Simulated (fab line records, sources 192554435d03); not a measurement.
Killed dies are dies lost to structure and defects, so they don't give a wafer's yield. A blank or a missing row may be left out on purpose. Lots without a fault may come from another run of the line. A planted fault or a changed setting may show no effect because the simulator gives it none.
One fault seen from 2 desks | flow n5_finfet | each desk has only its own numbers; what lay behind them comes last

THE METROLOGY DESK
What the gauges read, lot by lot, whatever tool the lot ran on: means of the sampled wafers that have a number. A lot is out of limits, marked OUT, if its mean lies more than 4 standard deviations from the usual mean; the brackets give that distance. Of its 10 readings 7 are shown: those that lie furthest out on some lot.
Columns: A = DIBL_N at N5_BEOL_M4_RC_MEAS_101, usual 36.5 mV/V; B = IOFF_N at N5_BEOL_M4_RC_MEAS_101, usual 0.160 nA/um; C = IOFF_P at N5_BEOL_M4_RC_MEAS_101, usual 0.217 nA/um; D = ION_N at N5_BEOL_M4_RC_MEAS_101, usual 674 uA/um; E = ION_P at N5_BEOL_M4_RC_MEAS_101, usual 464 uA/um; F = VT_N at N5_BEOL_M4_RC_MEAS_101, usual 250.0 mV; G = VT_P at N5_BEOL_M4_RC_MEAS_101, usual -250 mV
lot  | first seen here | A    | B     | C     | D   | E   | F     | G
L365 | day 8 06:04     | 35.0 | 0.145 | 0.201 | 667 | 463 | 250.4 | -250
L366 | day 8 17:36     | 36.4 | 0.168 | 0.206 | 679 | 463 | 249.8 | -250
L367 | day 9 01:41     | 34.5 | 0.147 | 0.214 | 678 | 469 | 250.4 | -249
L368 | day 9 03:20     | 36.7 | 0.176 | 0.250 | 682 | 472 | 246.6 | -246
L369 | day 9 18:49     | 37.5 | 0.186 | 0.225 | 683 | 461 | 249.5 | -252
L370 | day 9 20:58     | 36.0 | 0.156 | 0.228 | 673 | 468 | 249.1 | -246
L381 | day 12 06:28    | 35.7 | 0.122 | 0.179 | 661 | 460 | 254.0 | -253
L382 | day 12 14:25    | 36.2 | 0.162 | 0.217 | 669 | 461 | 250.2 | -252
L383 | day 13 00:58    | 36.1 | 0.153 | 0.212 | 671 | 463 | 252.0 | -251
L386 | day 13 13:08    | 36.2 | 0.169 | 0.215 | 680 | 458 | 249.5 | -249
This desk's finding: nothing out of limits on any of the 10 lots.

THE TOOL OWNER'S DESK: euv_scanner-01
The tool's own readings at N5_MOL_CONTACT_COAG_EXPOSE_05 (exposes mask CA, defocus 0 nm): means of the sampled wafers that have a number, for each lot that ran on this tool. A lot is out of limits, marked OUT, if its mean lies more than 4 standard deviations from the usual mean; the brackets give that distance.
Columns: A = exposure_dose_mJ_cm2 at N5_MOL_CONTACT_COAG_EXPOSE_05, usual 38.13
lot  | first seen here | A
L368 | day 5 19:27     | 38.14
L369 | day 5 21:10     | 38.13
L370 | day 6 09:08     | 38.15
L381 | day 8 22:18     | 38.80 (+18) OUT
L382 | day 9 07:34     | 38.73 (+16) OUT
This desk's finding: out of limits on L381, L382; first on L381, day 8 22:18 (exposure_dose_mJ_cm2 at N5_MOL_CONTACT_COAG_EXPOSE_05). In limits: L368, L369, L370.

PUT TOGETHER
The tool owner's desk could have raised an alarm at day 8 22:18, on L381, L382.
The metrology desk saw nothing out of limits.
The metrology desk has L381, L382 on record, within its limits.
Of the lots named, all ran N5_MOL_CONTACT_COAG_EXPOSE_05 on euv_scanner-01.

WHAT THE SIMULATOR HAD PUT IN
Process parameter drift: euv_scanner-01, from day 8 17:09 on, at N5_MOL_CONTACT_COAG_EXPOSE_05. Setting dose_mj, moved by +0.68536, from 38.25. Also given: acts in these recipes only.
Lots struck among those shown: L381, L382.
Hours from the fault's start to each desk's first reading out of limits: the tool owner's desk, 5.
